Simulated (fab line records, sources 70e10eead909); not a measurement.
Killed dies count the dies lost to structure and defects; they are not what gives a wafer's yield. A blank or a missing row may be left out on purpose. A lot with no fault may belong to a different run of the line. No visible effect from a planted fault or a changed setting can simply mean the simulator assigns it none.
fab line records	flow nand_harc	part 1 of 2: steps 1 to 28 of 35
[record] lots = 5	wafers = 15	last_day = 33
route steps=1302 shown P_M2@339 P_BONDPAD@351
lots with no fault: from the same line, run without faults
start_h: the number of hours between the record's first day and the start of the first shown wafer of the lot	wait_h: how many hours have passed since the lot's step before this one	" same as the row above	L1.1+2: a single row standing in for several wafers	- no value, or no start given	* or withheld: withheld	< > ~ a bound
route shown NAME@n: names a module that has steps shown in the file, with the first one's number in the route	usual: mean/standard deviation of fault-free wafers	same: alike in all rows	chamber/n: place in a boat	sites: the reading at each site	_std_site: the standard deviation of these	_edge_site: outer sites' mean less inner sites'	radius_mm: for every site, how far away it sits from the centre of the wafer	mask NAME#n: copy n	behind: the most recent tool/chamber to have shaped the wafer	hold: what put the lot on hold/how long, in hours/how the hold closed	device: which transistor (n, p or np) failed to switch	end of line: the route-end tests of the same wafers	where a step has no rows: the recipe by itself	killed: not the wafer's yield, but the dies lost to structure and defects at the first sort	map: per-die view of a wafer (x killed, . not killed, _ where there is no die)
set.NAME: the run value of the setting; set.NAME@STEP: its run value at that earlier step	model.NAME: the simulator's own value behind a step, which no gauge read
lots at some steps of the route; a table a step, a row a wafer
services: the hour from which a tool's chamber was out of use, counted from the record's first day as start_h (under 0 if before that day), plus the number of hours and why
[[steps]]
[step NHARC_P_M2_PRE_CLEAN_30]
[recipe] time_s = 30	temp_c = 280	gas = H2/He
[usual] heater_power_w = 388/30
lot.wafer	tool	chamber	start_h	wait_h	heater_power_w
L075.2	pvd_sputter-02	-	-	-	409
L075.3	"	-	"	"	424
L075.6	"	-	"	"	370
L076.3	pvd_sputter-01	-	-	-	335
L076.2	"	-	"	"	421
L076.6	"	-	"	"	394
L078.1	pvd_sputter-02	-	-	-	412
L078.4	"	-	"	"	421
L078.6	"	-	"	"	408
L079.4	pvd_sputter-03	-	-	-	356
L079.2	"	-	"	"	374
L079.5	"	-	"	"	346
L096.3	pvd_sputter-02	-	-	-	402
L096.1	"	-	"	"	415
L096.6	"	-	"	"	409
[step NHARC_P_M2_PVD_20]
[recipe] target_thk_a = 50	bias_v = 168.6	power_w = 15000	chamber_pressure_pa = 0.12	time_s = 8.06	substrate_temp_c = 50	material = TaN
[usual] throttle_valve_pct = 30.2/1.2
lot.wafer	tool	chamber	start_h	wait_h	throttle_valve_pct
L075.3	pvd_sputter-02	-	-	-	31.9
L075.2	"	-	"	"	30.2
L075.6	"	-	"	"	30.3
L076.3	pvd_sputter-01	-	-	-	30.2
L076.2	"	-	"	"	30.8
L076.6	"	-	"	"	30.4
L078.1	pvd_sputter-02	-	-	-	31.8
L078.4	"	-	"	"	31.9
L078.6	"	-	"	"	31.7
L079.4	pvd_sputter-03	-	-	-	30.0
L079.2	"	-	"	"	30.2
L079.5	"	-	"	"	29.7
L096.3	pvd_sputter-02	-	-	-	31.8
L096.1	"	-	"	"	30.5
L096.6	"	-	"	"	31.6
[step NHARC_P_M2_PVD_21]
[recipe] target_thk_a = 300	chamber_pressure_pa = 5	power_w = 5000	substrate_temp_c = 30	time_s = 20.49	material = Cu
[usual] throttle_valve_pct = 30.1/1.2
lot.wafer	tool	chamber	start_h	wait_h	throttle_valve_pct
L075.2	pvd_sputter-02	-	-	-	30.3
L075.3	"	-	"	"	32.1
L075.6	"	-	"	"	30.2
L076.2	pvd_sputter-01	-	-	-	30.8
L076.3	"	-	"	"	30.1
L076.6	"	-	"	"	27.3
L078.4	pvd_sputter-02	-	-	-	30.4
L078.1	"	-	"	"	31.5
L078.6	"	-	"	"	30.4
L079.2	pvd_sputter-03	-	-	-	29.9
L079.4	"	-	"	"	30.6
L079.5	"	-	"	"	30.2
L096.3	pvd_sputter-02	-	-	-	30.5
L096.1	"	-	"	"	29.8
L096.6	"	-	"	"	30.4
[step NHARC_P_M2_ECD_22]
[recipe] target_thk_a = 4000	bath_temp_c = 25	material = Cu
lot.wafer	tool	chamber	start_h	wait_h
L075.2+3+6	ecd_cu-02	1,0,0	134.15	-
L076.2+3+6	ecd_cu-01	1,1,0	148.45	-
L078.1+4+6	ecd_cu-02	1,1,0	168.06	-
L079.2+4+5	ecd_cu-01	0,0,1	180.81	-
L096.1+3+6	ecd_cu-02	0,1,1	353.18	-
[step NHARC_P_M2_ANNEAL_31]
[recipe] temp_c = 225	time_s = 90
[usual] anneal_temp_c_max = 226.1/0.43	wafer_temp_C_max = 225.78/0.25
lot.wafer	tool	chamber	start_h	wait_h	anneal_temp_c_max	wafer_temp_C_max
L075.2	rtp_anneal-01	0	134.53	-	226.0	225.68
L075.3	"	0	"	"	225.9	225.71
L075.6	"	0	"	"	225.6	225.67
L076.2	rtp_anneal-02	0	148.88	0.4	226.5	225.90
L076.3	"	0	"	"	226.5	225.79
L076.6	"	0	"	"	226.6	226.16
L078.1	rtp_anneal-01	0	168.38	0.3	225.8	225.65
L078.4	"	0	"	"	225.3	225.38
L078.6	"	0	"	"	225.5	225.68
L079.2	rtp_anneal-01	0	181.24	0.4	225.3	225.95
L079.4	"	0	"	"	225.8	226.26
L079.5	"	0	"	"	225.5	225.85
L096.1	rtp_anneal-02	0	353.62	0.4	226.3	225.58
L096.3	"	0	"	"	226.2	225.35
L096.6	"	0	"	"	226.2	225.85
[step NHARC_P_M2_CMP_23]
[recipe] t_overpolish_s = 20	target_thk_nm = 144.3
[usual] motor_current_A = 11.6/1.3	time_to_endpoint_s = 29.0/2.3
[same] t_overpolish_s = 20
lot.wafer	tool	chamber	start_h	wait_h	motor_current_A	time_to_endpoint_s
L075.3	cmp-01	3	134.83	-	9.3	27.3
L075.2	"	2	"	"	12.4	32.9
L075.6	"	0	"	"	13.5	29.2
L076.2	cmp-04	0	149.23	-	12.3	26.3
L076.3	"	1	"	"	11.7	33.1
L076.6	"	3	"	"	13.0	25.8
L078.4	cmp-04	3	168.73	-	13.5	26.3
L078.1	"	1	"	"	12.4	31.0
L078.6	"	0	"	"	11.4	28.5
L079.4	cmp-01	3	181.54	-	9.1	28.6
L079.2	"	1	"	"	12.1	28.3
L079.5	"	0	"	"	13.3	30.0
L096.1	cmp-01	2	354.00	-	12.0	32.8
L096.3	"	0	"	"	13.8	31.9
L096.6	"	2	"	"	12.4	30.3
[step NHARC_P_M2_THK_MEAS_24]
[recipe] thk_meas_gauge = xrf
[usual] thk_nm = 144.4/1.4
lot.wafer	tool	chamber	start_h	wait_h	thk_nm
L075.2	film_metro-02	-	135.14	-	146.7
L075.3	"	-	"	"	143.5
L075.6	"	-	"	"	148.5
L076.2	film_metro-01	-	149.49	-	142.4
L076.3	"	-	"	"	145.1
L076.6	"	-	"	"	142.9
L078.1	film_metro-01	-	169.04	-	145.0
L078.4	"	-	"	"	142.7
L078.6	"	-	"	"	141.8
L079.2	film_metro-02	-	181.85	-	144.7
L079.4	"	-	"	"	145.1
L079.5	"	-	"	"	145.5
L096.1	film_metro-02	-	354.29	-	143.6
L096.3	"	-	"	"	143.7
L096.6	"	-	"	"	144.6
[step NHARC_P_M2_SRD_25]
lot.wafer	tool	chamber	start_h	wait_h
L075.2+6+3	wet_bench-10	1,5,6	135.18	0.0
L076.2+6+3	wet_bench-08	1,3,4	149.53	0.0
L078.1+4+6	wet_bench-08	2,3,4	169.08	0.0
L079.2+5+4	wet_bench-10	6,7,0	181.89	0.0
L096.3+1+6	wet_bench-08	2,3,5	354.33	0.0
[step NHARC_P_M2_INSPECT_27]
[usual] raw_defect_count = 330/120
lot.wafer	tool	chamber	start_h	wait_h	raw_defect_count
L075.2	defect_inspect-02	-	135.30	0.0	243
L075.3	"	-	"	"	336
L075.6	"	-	"	"	384
L076.2	defect_inspect-01	-	149.65	0.0	209
L076.3	"	-	"	"	357
L076.6	"	-	"	"	295
L078.1	defect_inspect-01	-	169.19	0.0	368
L078.4	"	-	"	"	311
L078.6	"	-	"	"	133
L079.2	defect_inspect-01	-	182.04	0.0	326
L079.4	"	-	"	"	540
L079.5	"	-	"	"	330
L096.1	defect_inspect-02	-	354.45	0.0	306
L096.3	"	-	"	"	624
L096.6	"	-	"	"	465
[step NHARC_P_M2_PRE_CLEAN_32]
[recipe] time_s = 12	temp_c = 370	rf_power_w = 300	gas = NH3
[usual] heater_power_w = 597/78
lot.wafer	tool	chamber	start_h	wait_h	heater_power_w
L075.3	pecvd-02	2	135.36	0.1	579
L075.2	"	1	"	"	674
L075.6	"	1	"	"	662
L076.3	pecvd-02	1	149.71	0.1	687
L076.2	"	0	"	"	485
L076.6	"	2	"	"	557
L078.1	pecvd-01	2	169.26	0.1	650
L078.6	"	0	"	"	638
L078.4	"	1	"	"	592
L079.2	pecvd-02	0	182.11	0.1	532
L079.4	"	1	"	"	603
L079.5	"	2	"	"	536
L096.3	pecvd-02	2	354.53	0.1	588
L096.1	"	0	"	"	530
L096.6	"	2	"	"	607
[step NHARC_P_M2_DEP_33]
[recipe] target_thk_a = 300	temp_c = 370	target_thk_nm = 30	pressure_torr = 3	flow_sccm = 200	rf_w = 450	material = SiCN
[usual] heater_power_w = 550/87
lot.wafer	tool	chamber	start_h	wait_h	heater_power_w
L075.3	pecvd-02	2	135.44	0.1	472
L075.2	"	1	"	"	546
L075.6	"	1	"	"	557
L076.3	pecvd-02	1	149.79	0.1	632
L076.2	"	0	"	"	486
L076.6	"	2	"	"	465
L078.1	pecvd-01	2	169.34	0.1	550
L078.6	"	0	"	"	604
L078.4	"	1	"	"	567
L079.2	pecvd-02	0	182.19	0.1	386
L079.4	"	1	"	"	650
L079.5	"	2	"	"	506
L096.3	pecvd-02	2	354.64	0.1	516
L096.1	"	0	"	"	379
L096.6	"	2	"	"	516
[step NHARC_P_BONDPAD_DEP_00]
[recipe] target_thk_a = 2500	temp_c = 370	target_thk_nm = 250	pressure_torr = 3	flow_sccm = 200	rf_w = 450	material = SiCN
[usual] heater_power_w = 560/74
lot.wafer	tool	chamber	start_h	wait_h	heater_power_w
L075.3	pecvd-04	0	135.86	-	629
L075.2	"	2	"	"	589
L075.6	"	2	"	"	587
L076.3	pecvd-01	1	150.21	-	568
L076.2	"	2	"	"	562
L076.6	"	0	"	"	565
L078.1	pecvd-02	2	169.75	-	512
L078.4	"	0	"	"	473
L078.6	"	1	"	"	554
L079.2	pecvd-04	0	182.65	-	669
L079.4	"	2	"	"	668
L079.5	"	0	"	"	681
L096.1	pecvd-01	0	355.01	-	578
L096.3	"	2	"	"	561
L096.6	"	0	"	"	586
[step NHARC_P_BONDPAD_CMP_32]
[recipe] target_thk_nm = 200	material = SiCN
[usual] motor_current_A = 11.4/1.1
lot.wafer	tool	chamber	start_h	wait_h	motor_current_A
L075.2	cmp-01	0	136.27	-	12.8
L075.3	"	1	"	"	12.4
L075.6	"	0	"	"	13.1
L076.3	cmp-03	1	150.64	-	10.3
L076.2	"	2	"	"	12.3
L076.6	"	1	"	"	10.6
L078.1	cmp-01	3	170.18	-	9.7
L078.4	"	1	"	"	13.2
L078.6	"	3	"	"	9.5
L079.4	cmp-03	3	183.01	-	11.4
L079.2	"	1	"	"	10.7
L079.5	"	3	"	"	10.9
L096.1	cmp-03	0	355.47	-	11.5
L096.3	"	1	"	"	10.7
L096.6	"	3	"	"	11.0
[step NHARC_P_BONDPAD_THK_MEAS_33]
[recipe] thk_meas_gauge = ellipsometry
[usual] thk_nm = 200.3/1.3
lot.wafer	tool	chamber	start_h	wait_h	thk_nm
L075.2	film_metro-01	-	136.52	0.2	201.1
L075.3	"	-	"	"	199.0
L075.6	"	-	"	"	198.5
L076.2	film_metro-01	-	150.86	0.2	200.9
L076.3	"	-	"	"	201.3
L076.6	"	-	"	"	199.0
L078.1	film_metro-02	-	170.42	0.2	199.3
L078.4	"	-	"	"	199.2
L078.6	"	-	"	"	198.8
L079.2	film_metro-02	-	183.26	0.2	201.2
L079.4	"	-	"	"	200.0
L079.5	"	-	"	"	198.6
L096.1	film_metro-02	-	355.67	0.2	199.9
L096.3	"	-	"	"	201.3
L096.6	"	-	"	"	200.3
[step NHARC_P_BONDPAD_SRD_34]
lot.wafer	tool	chamber	start_h	wait_h
L075.6+2+3	wet_bench-08	6,0,1	136.57	0.0
L076.6+3+2	wet_bench-08	1,2,3	150.92	0.0
L078.1+4+6	wet_bench-10	6,7,1	170.46	0.0
L079.2+4+5	wet_bench-10	2,5,6	183.30	0.0
L096.6+3+1	wet_bench-10	2,4,5	355.71	0.0
[step NHARC_P_BONDPAD_DEHYDRATE_01]
[recipe] temp_c = 150	time_s = 120
[usual] plate_temp_C = 149.99/0.13
lot.wafer	tool	chamber	start_h	wait_h	plate_temp_C
L075.2	litho_track-02	0	136.65	0.1	150.06
L075.3	"	0	"	"	150.05
L075.6	"	0	"	"	150.02
L076.2	litho_track-07	0	150.99	0.1	149.98
L076.3	"	0	"	"	150.02
L076.6	"	0	"	"	150.14
L078.1	litho_track-05	0	170.54	0.1	150.12
L078.4	"	0	"	"	150.18
L078.6	"	0	"	"	150.10
L079.2	litho_track-05	0	183.41	0.1	150.19
L079.4	"	0	"	"	150.20
L079.5	"	0	"	"	150.22
L096.1	litho_track-02	0	355.82	0.1	149.80
L096.3	"	0	"	"	150.01
L096.6	"	0	"	"	149.90
[step NHARC_P_BONDPAD_HMDS_02]
[recipe] time_s = 30
lot.wafer	tool	chamber	start_h	wait_h
L075.2+3+6	litho_track-02	0	-	-
L076.2+3+6	litho_track-07	0	-	-
L078.1+4+6	litho_track-05	0	-	-
L079.2+4+5	litho_track-05	0	-	-
L096.1+3+6	litho_track-02	0	-	-
[step NHARC_P_BONDPAD_COAT_36]
[recipe] temp_c = 200	time_s = 65
[usual] plate_temp_C = 200.03/0.15
lot.wafer	tool	chamber	start_h	wait_h	plate_temp_C
L075.2	litho_track-02	0	-	-	200.09
L075.3	"	0	"	"	200.03
L075.6	"	0	"	"	200.05
L076.2	litho_track-07	0	-	-	200.01
L076.3	"	0	"	"	200.01
L076.6	"	0	"	"	199.78
L078.1	litho_track-05	0	-	-	200.15
L078.4	"	0	"	"	200.13
L078.6	"	0	"	"	200.08
L079.2	litho_track-05	0	-	-	200.06
L079.4	"	0	"	"	200.05
L079.5	"	0	"	"	200.06
L096.1	litho_track-02	0	-	-	200.01
L096.3	"	0	"	"	200.03
L096.6	"	0	"	"	200.29
[step NHARC_P_BONDPAD_COAT_03]
[recipe] spin_rpm = 2000	resist_thk_nm = 600
[usual] dispense_pressure_kPa = 53.8/2.4
lot.wafer	tool	chamber	start_h	wait_h	dispense_pressure_kPa
L075.2	litho_track-02	0	-	-	54.3
L075.3	"	0	"	"	54.2
L075.6	"	0	"	"	54.3
L076.2	litho_track-07	0	-	-	50.6
L076.3	"	0	"	"	50.6
L076.6	"	0	"	"	50.6
L078.1	litho_track-05	0	-	-	56.2
L078.4	"	0	"	"	56.2
L078.6	"	0	"	"	56.2
L079.2	litho_track-05	0	-	-	56.2
L079.4	"	0	"	"	56.2
L079.5	"	0	"	"	56.2
L096.1	litho_track-02	0	-	-	54.2
L096.3	"	0	"	"	54.2
L096.6	"	0	"	"	54.3
[step NHARC_P_BONDPAD_SOFTBAKE_04]
[recipe] temp_c = 125	time_s = 70
[usual] plate_temp_C = 124.98/0.13
lot.wafer	tool	chamber	start_h	wait_h	plate_temp_C
L075.2	litho_track-02	0	-	-	125.08
L075.3	"	0	"	"	125.16
L075.6	"	0	"	"	125.08
L076.2	litho_track-07	0	-	-	124.92
L076.3	"	0	"	"	124.86
L076.6	"	0	"	"	125.07
L078.1	litho_track-05	0	-	-	124.91
L078.4	"	0	"	"	125.07
L078.6	"	0	"	"	125.05
L079.2	litho_track-05	0	-	-	125.00
L079.4	"	0	"	"	125.11
L079.5	"	0	"	"	125.05
L096.1	litho_track-02	0	-	-	124.71
L096.3	"	0	"	"	124.82
L096.6	"	0	"	"	124.82
[step NHARC_P_BONDPAD_EBR_05]
lot.wafer	tool	chamber	start_h	wait_h
L075.2+3+6	litho_track-02	0	-	-
L076.2+3+6	litho_track-07	0	-	-
L078.1+4+6	litho_track-05	0	-	-
L079.2+4+5	litho_track-05	0	-	-
L096.1+3+6	litho_track-02	0	-	-
[step NHARC_P_BONDPAD_EXPOSE_06]
[recipe] na = 0.55	dose_mj = 37.06	mask_id = P_BPAD
[usual] exposure_dose_mJ_cm2 = 37.00/0.036
[same] na = 0.55
lot.wafer	tool	chamber	start_h	wait_h	mask	exposure_dose_mJ_cm2
L075.2	krf_scanner-02	0	136.81	-	P_BPAD#0	37.00
L075.3	"	0	"	"	P_BPAD#0	37.03
L075.6	"	0	"	"	P_BPAD#0	36.97
L076.2	krf_scanner-02	0	151.28	-	P_BPAD#0	36.99
L076.3	"	0	"	"	P_BPAD#0	37.03
L076.6	"	0	"	"	P_BPAD#0	37.01
L078.1	krf_scanner-01	0	170.70	-	P_BPAD#0	37.03
L078.4	"	0	"	"	P_BPAD#0	37.06
L078.6	"	0	"	"	P_BPAD#0	37.04
L079.2	krf_scanner-03	0	183.70	-	P_BPAD#0	37.01
L079.4	"	0	"	"	P_BPAD#0	37.00
L079.5	"	0	"	"	P_BPAD#0	37.01
L096.1	krf_scanner-01	0	356.11	-	P_BPAD#0	37.03
L096.3	"	0	"	"	P_BPAD#0	37.03
L096.6	"	0	"	"	P_BPAD#0	37.05
[step NHARC_P_BONDPAD_PEB_07]
[recipe] peb_temp_c = 128	peb_time_s = 80
[usual] plate_temp_C = 127.95/0.14
lot.wafer	tool	chamber	start_h	wait_h	plate_temp_C
L075.2	litho_track-07	0	136.87	0.1	128.25
L075.3	"	0	"	"	128.26
L075.6	"	0	"	"	128.09
L076.2	litho_track-02	0	151.34	0.1	127.97
L076.3	"	0	"	"	127.90
L076.6	"	0	"	"	127.82
L078.1	litho_track-02	0	170.77	0.1	128.07
L078.4	"	0	"	"	128.08
L078.6	"	0	"	"	127.98
L079.2	litho_track-02	0	183.77	0.1	127.57
L079.4	"	0	"	"	127.62
L079.5	"	0	"	"	127.50
L096.1	litho_track-05	0	356.17	0.1	127.97
L096.3	"	0	"	"	128.00
L096.6	"	0	"	"	127.92
[step NHARC_P_BONDPAD_DEVELOP_08]
[recipe] time_s = 50	dev_temp_c = 22
lot.wafer	tool	chamber	start_h	wait_h
L075.2+3+6	litho_track-07	0	-	-
L076.2+3+6	litho_track-02	0	-	-
L078.1+4+6	litho_track-02	0	-	-
L079.2+4+5	litho_track-02	0	-	-
L096.1+3+6	litho_track-05	0	-	-
[step NHARC_P_BONDPAD_CD_MEAS_09]
[recipe] target_cd_nm = 500	landing_energy_ev = 500
[usual] cd_nm = 499.3/1.8
[same] landing_energy_ev = 500
lot.wafer	tool	chamber	start_h	wait_h	cd_nm
L075.2	cd_sem-01	0	136.96	-	496.1
L075.3	"	0	"	"	496.5
L075.6	"	0	"	"	497.5
L076.2	cd_sem-03	0	151.43	-	500.0
L076.3	"	0	"	"	500.6
L076.6	"	0	"	"	501.0
L078.1	cd_sem-02	0	170.86	-	501.9
L078.4	"	0	"	"	501.1
L078.6	"	0	"	"	501.1
L079.2	cd_sem-01	0	183.85	-	503.5
L079.4	"	0	"	"	501.0
L079.5	"	0	"	"	500.6
L096.1	cd_sem-01	0	356.26	-	501.7
L096.3	"	0	"	"	500.6
L096.6	"	0	"	"	500.4
[step NHARC_P_BONDPAD_OVL_MEAS_38]
[usual] overlay_x_nm = 0/5.8	overlay_y_nm = -2/6.5
lot.wafer	tool	chamber	start_h	wait_h	overlay_x_nm	overlay_y_nm
L075.2	overlay-02	-	137.05	-	-3	-3
L075.3	"	-	"	"	-3	-3
L075.6	"	-	"	"	-3	-3
L076.2	overlay-01	-	151.51	-	-8	-12
L076.3	"	-	"	"	-8	-12
L076.6	"	-	"	"	-8	-12
L078.1	overlay-02	-	170.94	-	15	-6
L078.4	"	-	"	"	15	-6
L078.6	"	-	"	"	15	-6
L079.2	overlay-02	-	183.94	-	-3	-4
L079.4	"	-	"	"	-2	-3
L079.5	"	-	"	"	-3	-4
L096.1	overlay-02	-	356.35	-	-2	4
L096.3	"	-	"	"	-3	5
L096.6	"	-	"	"	-3	4
[step NHARC_P_BONDPAD_HARDBAKE_10]
[recipe] temp_c = 118	time_s = 65
[usual] plate_temp_C = 117.99/0.15
lot.wafer	tool	chamber	start_h	wait_h	plate_temp_C
L075.2	litho_track-02	0	137.10	0.0	117.83
L075.3	"	0	"	"	117.90
L075.6	"	0	"	"	117.91
L076.2	litho_track-07	0	151.56	0.0	117.88
L076.3	"	0	"	"	117.83
L076.6	"	0	"	"	118.04
L078.1	litho_track-02	0	170.99	0.0	118.01
L078.4	"	0	"	"	118.07
L078.6	"	0	"	"	117.96
L079.2	litho_track-02	0	183.99	0.0	117.93
L079.4	"	0	"	"	118.05
L079.5	"	0	"	"	117.79
L096.1	litho_track-07	0	356.39	0.0	118.01
L096.3	"	0	"	"	118.23
L096.6	"	0	"	"	118.13
[step NHARC_P_BONDPAD_DESCUM_11]
[recipe] time_s = 3	o2_flow_sccm = 200	ar_flow_sccm = 0	bias_power_w = 0	chemistry = O2
[usual] drypump_motor_current_A = 5.9/0.34	oes_product_au = 1.002/0.01	rf_vpp_V = 57.9/0.87	showerhead_plenum_p_Torr = 1.94/0.076	throttle_valve_pct = 11.312/0.0093
lot.wafer	tool	chamber	start_h	wait_h	drypump_motor_current_A	oes_product_au	rf_hours_counter_h	rf_vpp_V	showerhead_plenum_p_Torr	throttle_valve_pct
L075.3	rie_diel-10	1	137.19	-	5.9	1.004	4.7	58.0	2.03	11.320
L075.2	"	2	"	"	6.2	1.005	5.4	58.0	1.90	11.321
L075.6	"	3	"	"	5.2	1.004	-	58.3	1.95	11.299
L076.2	rie_diel-10	1	151.65	-	5.9	0.994	5.2	59.7	2.03	11.329
L076.3	"	2	"	"	6.1	1.013	5.8	56.3	1.90	11.298
L076.6	"	1	"	"	5.9	1.001	-	57.0	2.03	11.310
L078.4	rie_diel-06	1	171.07	-	6.5	0.996	0.4	56.1	1.96	11.305
L078.1	"	0	"	"	6.0	1.004	0.3	57.4	1.82	11.296
L078.6	"	1	"	"	6.5	0.994	-	57.9	1.96	11.309
L079.2	rie_diel-10	1	184.07	-	5.9	0.996	7.9	59.0	2.03	11.312
L079.4	"	0	"	"	5.5	0.992	-	56.8	2.04	11.317
L079.5	"	3	"	"	5.2	1.007	-	56.8	1.95	11.309
L096.3	rie_diel-05	3	356.49	-	6.1	0.992	5.4	58.5	1.82	11.310
L096.1	"	0	"	"	5.5	0.997	4.1	57.9	1.86	11.318
L096.6	"	2	"	"	6.1	0.990	-	58.0	2.02	11.303
